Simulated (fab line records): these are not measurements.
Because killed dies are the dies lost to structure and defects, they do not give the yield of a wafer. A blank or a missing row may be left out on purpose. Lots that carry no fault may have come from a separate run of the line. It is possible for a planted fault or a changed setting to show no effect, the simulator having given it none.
Which tool is to blame?	flow n5Finfet	Sampling: 22 lots, 66 wafers, 5 of 1938 route steps

== WHAT THE GAUGES SHOWED, per wafer ==
N5_GATE_CUT_OVL_MEAS_14. Usual: GATE_CUT_OVL typically reads -0.4 nm, with standard deviation 0.71.
lot	measured	on	GATE_CUT_OVL (nm)	flag
L074	day 4 10:48	overlay-02	0.3 -0.5 -0.4	
L075	day 4 17:33	overlay-01	-0.2 -0.3 -0.9	
L076	day 5 02:52	overlay-02	-0.8 -1.2 1.1	
L077	day 5 06:05	overlay-01	-0.9 -1.3 -0.2	
L078	day 5 12:29	overlay-01	-1.2 0.0 -0.4	
L079	day 5 17:23	overlay-01	0.2 0.1 0.2	
L080	day 5 22:45	overlay-01	-0.6 -0.7 -0.8	
L081	day 6 07:43	overlay-01	0.1 -0.1 0.2	
L082	day 6 14:58	overlay-01	-1.3 -0.9 -0.9	
L083	day 6 21:13	overlay-01	-1.5 -1.0 -2.3	
L084	day 7 04:13	overlay-01	-0.3 0.1 -0.9	
L085	day 7 10:29	overlay-01	-0.8 -0.2 0.6	
L086	day 7 16:40	overlay-01	0.2 0.0 0.5	
L087	day 7 23:53	overlay-01	0.7 0.1 0.2	
L088	day 8 02:35	overlay-01	0.5 0.9 -1.0	
L089	day 8 10:40	overlay-01	-0.3 -0.4 0.1	
L091	day 8 22:57	overlay-01	-0.3 0.0 -0.1	
L092	day 9 02:20	overlay-02	-0.4 -1.0 -0.1	
L093	day 9 10:02	overlay-02	-0.9 -1.3 0.4	
L094	day 9 12:08	overlay-01	-0.7 -0.1 -0.8	
L096	day 9 23:48	overlay-01	-1.7 -0.3 -2.3	
L097	day 10 12:05	overlay-01	-0.1 0.0 0.2	

== TOOL THAT RAN EACH LOT (tool first, then ch and the chambers of the sampled wafers, then the start) ==
lot	N5_HKMG_FIN_PWFM_ALD_03	N5_HKMG_FIN_ETCH_86	N5_HKMG_FIN_ETCHBACK_68	N5_GATE_CUT_ETCH_56
L074	aldMetal-02 ch 0,1, day 4 01:38	rieDiel-04 ch 0,1,3, day 4 03:57	rieMetal-02 ch 0,1, day 4 05:14	rieMetal-01 ch 0,1, day 4 07:10
L075	aldMetal-01 ch 0,1, day 4 08:17	rieDiel-04 ch 0,2, day 4 10:32	rieMetal-02 ch 0, day 4 11:49	rieMetal-02 ch 0,1, day 4 13:44
L076	aldMetal-01 ch 0,2,3, day 4 17:51	rieDiel-04 ch 0,2,3, day 4 20:07	rieMetal-01 ch 0,1, day 4 21:27	rieMetal-03 ch 0,1, day 4 23:26
L077	aldMetal-01 ch 0,1, day 4 19:45	rieDiel-04 ch 0,1,2, day 4 21:59	rieMetal-02 ch 0,1, day 4 23:17	rieMetal-02 ch 0,1, day 5 01:12
L078	aldMetal-01 ch 0,1,2, day 5 02:56	rieDiel-04 ch 1,2,3, day 5 05:19	rieMetal-03 ch 0,1, day 5 06:38	rieMetal-03 ch 0, day 5 09:01
L079	aldMetal-03 ch 0,1,3, day 5 08:17	rieDiel-06 ch 0,2,3, day 5 10:29	rieMetal-01 ch 0,1, day 5 11:46	rieMetal-01 ch 0,1, day 5 13:41
L080	aldMetal-03 ch 0,2,3, day 5 13:51	rieDiel-06 ch 0,1,3, day 5 15:58	rieMetal-01 ch 0,1, day 5 17:16	rieMetal-02 ch 0,1, day 5 19:11
L081	aldMetal-03 ch 0,1,3, day 5 22:20	rieDiel-04 ch 0,1,2, day 6 00:41	rieMetal-01 ch 0,1, day 6 01:59	rieMetal-03 ch 0,1, day 6 03:58
L082	aldMetal-02 ch 0,2,3, day 6 05:47	rieDiel-04 ch 0,1,2, day 6 08:02	rieMetal-03 ch 0,1, day 6 09:22	rieMetal-03 ch 0,1, day 6 11:17
L083	aldMetal-02 ch 0,1, day 6 11:51	rieDiel-06 ch 0,2, day 6 14:25	rieMetal-01 ch 0,1, day 6 15:43	rieMetal-03 ch 0,1, day 6 17:46
L084	aldMetal-03 ch 1,2,3, day 6 18:56	rieDiel-04 ch 1,2, day 6 21:04	rieMetal-01 ch 0,1, day 6 22:23	rieMetal-02 ch 0,1, day 7 00:46
L085	aldMetal-03 ch 0,1,3, day 7 01:22	rieDiel-04 ch 0,1,2, day 7 03:37	rieMetal-02 ch 0,1, day 7 05:05	rieMetal-03 ch 0,1, day 7 07:00
L086	aldMetal-03 ch 0,1,2, day 7 07:32	rieDiel-01 ch 0,2,3, day 7 09:50	rieMetal-03 ch 1, day 7 11:08	rieMetal-02 ch 0,1, day 7 13:05
L087	aldMetal-02 ch 2,3, day 7 14:44	rieDiel-06 ch 1,2, day 7 16:58	rieMetal-03 ch 0,1, day 7 18:20	rieMetal-03 ch 0,1, day 7 20:16
L088	aldMetal-02 ch 0,1,2, day 7 17:18	rieDiel-06 ch 1,2,3, day 7 19:46	rieMetal-01 ch 1, day 7 21:05	rieMetal-02 ch 0,1, day 7 23:01
L089	aldMetal-02 ch 0,1,2, day 8 01:11	rieDiel-06 ch 1,3, day 8 03:26	rieMetal-03 ch 0,1, day 8 04:53	rieMetal-01 ch 0,1, day 8 06:49
L091	aldMetal-03 ch 1,2,3, day 8 13:12	rieDiel-06 ch 0,1, day 8 15:37	rieMetal-03 ch 0,1, day 8 16:55	rieMetal-02 ch 0,1, day 8 18:51
L092	aldMetal-03 ch 0,2,3, day 8 17:08	rieDiel-06 ch 0,2, day 8 19:24	rieMetal-03 ch 0,1, day 8 20:49	rieMetal-01 ch 0,1, day 8 22:44
L093	aldMetal-03 ch 1,2,3, day 9 01:01	rieDiel-01 ch 1,2, day 9 03:17	rieMetal-01 ch 0,1, day 9 04:35	rieMetal-02 ch 0,1, day 9 06:33
L094	aldMetal-02 ch 1,3, day 9 03:08	rieDiel-06 ch 1,2, day 9 05:24	rieMetal-01 ch 0,1, day 9 06:43	rieMetal-01 ch 0,1, day 9 08:39
L096	aldMetal-02 ch 0,1,2, day 9 14:53	rieDiel-04 ch 0,1,2, day 9 17:07	rieMetal-02 ch 0,1, day 9 18:25	rieMetal-01 ch 0,1, day 9 20:20
L097	aldMetal-02 ch 0,1,3, day 10 02:36	rieDiel-01 ch 0,2,3, day 10 05:23	rieMetal-01 ch 0,1, day 10 06:41	rieMetal-01 ch 0,1, day 10 08:36
- N5_HKMG_FIN_PWFM_ALD_03: deposits TiN, target thk 2 nm, pulse time 1 s, purge time 3 s.
- N5_HKMG_FIN_ETCH_86: etches SOC in N2/H2, stops on TiN, target depth 393.2 nm.
- N5_HKMG_FIN_ETCHBACK_68: etches the open film in Cl2/Ar, stops on HfO2, target depth 0.5 nm.
- N5_GATE_CUT_ETCH_56: etches TiN in Cl2/Ar, target depth 21.6 nm.

== WHAT THE TOOLS THEMSELVES READ (means of the sampled wafers that have a number; where no wafer has one, the mark that the record gives instead) ==
N5_HKMG_FIN_PWFM_ALD_03. Usual: chamberPressureTorr 2.999 Torr, standard deviation 0.0063; heaterPowerW 854 W, standard deviation 120; precursorPulseHeightRel 0.998, standard deviation 0.02; susceptorTempC 400.00 C, standard deviation 0.21.
lot	tool	chamberPressureTorr (Torr)	heaterPowerW (W)	precursorPulseHeightRel	susceptorTempC (C)	flag
L074	aldMetal-02	3.001	848	0.991	400.16	
L075	aldMetal-01	2.993	751	1.002	400.03	
L076	aldMetal-01	2.997	857	1.012	400.19	
L077	aldMetal-01	2.995	736	1.014	399.96	
L078	aldMetal-01	2.998	810	0.962	399.95	
L079	aldMetal-03	3.007	751	0.973	399.91	
L080	aldMetal-03	3.000	823	0.999	400.11	
L081	aldMetal-03	2.999	767	0.990	399.88	
L082	aldMetal-02	2.998	904	0.977	399.91	
L083	aldMetal-02	2.997	841	0.998	399.98	
L084	aldMetal-03	3.000	859	0.980	400.01	
L085	aldMetal-03	2.998	748	1.000	399.78	
L086	aldMetal-03	3.001	890	0.997	399.81	
L087	aldMetal-02	2.996	872	0.983	399.82	
L088	aldMetal-02	3.005	844	1.023	400.09	
L089	aldMetal-02	3.003	830	1.005	399.88	
L091	aldMetal-03	3.001	857	0.997	400.20	
L092	aldMetal-03	2.998	833	0.994	399.95	
L093	aldMetal-03	3.005	859	1.003	399.92	
L094	aldMetal-02	3.001	960	1.003	400.03	
L096	aldMetal-02	2.995	834	1.025	399.94	
L097	aldMetal-02	2.999	922	0.985	400.19	

N5_HKMG_FIN_ETCH_86. Usual: drypumpMotorCurrentA 5.7 A, standard deviation 0.36; oesProductAu 0.77 a.u., standard deviation 0.093; rfVppV 241.5 V, standard deviation 1.2; showerheadPlenumPTorr 2.59 Torr, standard deviation 0.065; throttleValvePct 17.68 %, standard deviation 0.27.
lot	tool	drypumpMotorCurrentA (A)	oesProductAu (a.u.)	rfVppV (V)	showerheadPlenumPTorr (Torr)	throttleValvePct (%)	flag
L074	rieDiel-04	5.9	0.71	241.8	2.62	17.81	
L075	rieDiel-04	6.0	0.72	241.1	2.55	17.80	
L076	rieDiel-04	5.9	0.70	241.8	2.57	17.76	
L077	rieDiel-04	6.1	0.72	241.6	2.59	17.89	
L078	rieDiel-04	5.9	0.72	240.3	2.58	17.86	
L079	rieDiel-06	5.2	0.70	241.2	2.55	17.60	
L080	rieDiel-06	5.2	0.75	241.5	2.53	17.59	
L081	rieDiel-04	6.1	0.82	242.0	2.59	17.74	
L082	rieDiel-04	6.1	0.82	242.2	2.58	17.76	
L083	rieDiel-06	5.4	0.69	242.2	2.60	17.54	
L084	rieDiel-04	6.0	0.73	240.5	2.55	17.95	
L085	rieDiel-04	6.1	0.80	241.7	2.58	17.76	
L086	rieDiel-01	5.7	0.87	242.7	2.66	17.40	
L087	rieDiel-06	5.6	0.77	242.2	2.59	17.79	
L088	rieDiel-06	5.4	0.74	240.1	2.53	17.75	
L089	rieDiel-06	5.1	0.74	240.1	2.46	17.71	
L091	rieDiel-06	5.3	0.92	242.2	2.57	17.23	
L092	rieDiel-06	5.3	0.86	242.2	2.59	17.25	
L093	rieDiel-01	5.7	0.78	241.8	2.66	17.68	
L094	rieDiel-06	5.6	0.71	242.0	2.59	17.82	
L096	rieDiel-04	6.1	0.77	241.9	2.57	17.80	
L097	rieDiel-01	5.7	0.83	241.8	2.65	17.43	

N5_HKMG_FIN_ETCHBACK_68. Usual: drypumpMotorCurrentA 5.7 A, standard deviation 0.6; oes_ar_750_au 0.79 a.u., standard deviation 0.076; oesProductAu 0.79 a.u., standard deviation 0.082; throttleValvePct 20.74 %, standard deviation 0.2.
lot	tool	drypumpMotorCurrentA (A)	oes_ar_750_au (a.u.)	oesProductAu (a.u.)	throttleValvePct (%)	flag
L074	rieMetal-02	6.2	0.65	0.63	21.10	
L075	rieMetal-02	6.5	0.63	0.60	21.05	
L076	rieMetal-01	5.2	0.79	0.79	20.69	
L077	rieMetal-02	6.2	0.66	0.63	21.10	
L078	rieMetal-03	6.4	0.85	0.86	20.60	
L079	rieMetal-01	5.2	0.78	0.80	20.66	
L080	rieMetal-01	5.3	0.78	0.79	20.73	
L081	rieMetal-01	5.2	0.78	0.79	20.69	
L082	rieMetal-03	6.4	0.84	0.82	20.65	
L083	rieMetal-01	5.2	0.78	0.78	20.67	
L084	rieMetal-01	5.4	0.77	0.78	20.73	
L085	rieMetal-02	6.2	0.91	0.88	20.82	
L086	rieMetal-03	6.7	0.80	0.81	20.64	
L087	rieMetal-03	6.1	0.85	0.87	20.59	
L088	rieMetal-01	5.0	0.78	0.78	20.62	
L089	rieMetal-03	6.4	0.83	0.84	20.63	
L091	rieMetal-03	6.0	0.85	0.86	20.60	
L092	rieMetal-03	6.0	0.84	0.86	20.60	
L093	rieMetal-01	5.3	0.76	0.77	20.75	
L094	rieMetal-01	5.3	0.77	0.77	20.75	
L096	rieMetal-02	5.9	0.78	0.77	21.03	
L097	rieMetal-01	5.3	0.76	0.76	20.76	

N5_GATE_CUT_ETCH_56. Usual: drypumpMotorCurrentA 5.9 A, standard deviation 0.59; oes_ar_750_au 0.80 a.u., standard deviation 0.098; oesProductAu 0.81 a.u., standard deviation 0.1; throttleValvePct 20.76 %, standard deviation 0.23.
lot	tool	drypumpMotorCurrentA (A)	oes_ar_750_au (a.u.)	oesProductAu (a.u.)	throttleValvePct (%)	flag
L074	rieMetal-01	5.4	0.79	0.79	20.72	
L075	rieMetal-02	5.9	0.69	0.67	21.14	
L076	rieMetal-03	6.0	0.88	0.90	20.58	
L077	rieMetal-02	5.9	0.69	0.67	21.14	
L078	rieMetal-03	5.7	0.91	0.93	20.55	
L079	rieMetal-01	5.3	0.78	0.79	20.73	
L080	rieMetal-02	5.9	0.68	0.67	21.14	
L081	rieMetal-03	6.0	0.87	0.89	20.58	
L082	rieMetal-03	6.4	0.84	0.86	20.59	
L083	rieMetal-03	6.0	0.87	0.89	20.59	
L084	rieMetal-02	5.9	0.81	0.80	21.00	
L085	rieMetal-03	6.4	0.83	0.85	20.61	
L086	rieMetal-02	6.2	0.91	0.89	20.81	
L087	rieMetal-03	6.4	0.83	0.84	20.61	
L088	rieMetal-02	6.3	0.90	0.88	20.82	
L089	rieMetal-01	5.2	0.77	0.78	20.67	
L091	rieMetal-02	5.9	0.79	0.77	21.01	
L092	rieMetal-01	5.2	0.77	0.79	20.67	
L093	rieMetal-02	6.2	0.88	0.86	20.82	
L094	rieMetal-01	5.4	0.76	0.78	20.74	
L096	rieMetal-01	5.3	0.75	0.77	20.75	
L097	rieMetal-01	5.2	0.76	0.77	20.69	

== THE ANSWER, worked out from the rows above alone ==
Rule: a lot is off if the mean of its wafers that have a number lies more than 3 standard deviations from the usual mean. Also off: a lot with no number at a reading for which 4 or more lots have one. Any other lot the step has rows for is counted as sound. Order of review: gauges by route order, followed by the tools' own readings, for which a lot's mean as printed above is used. At the first step where some lot is off, the reading lying furthest off is the one used; lots without a number count as furthest.
Nothing can be told from this: no lot is off at any reading shown.

== WHAT THE SIMULATOR HAD INSERTED ==
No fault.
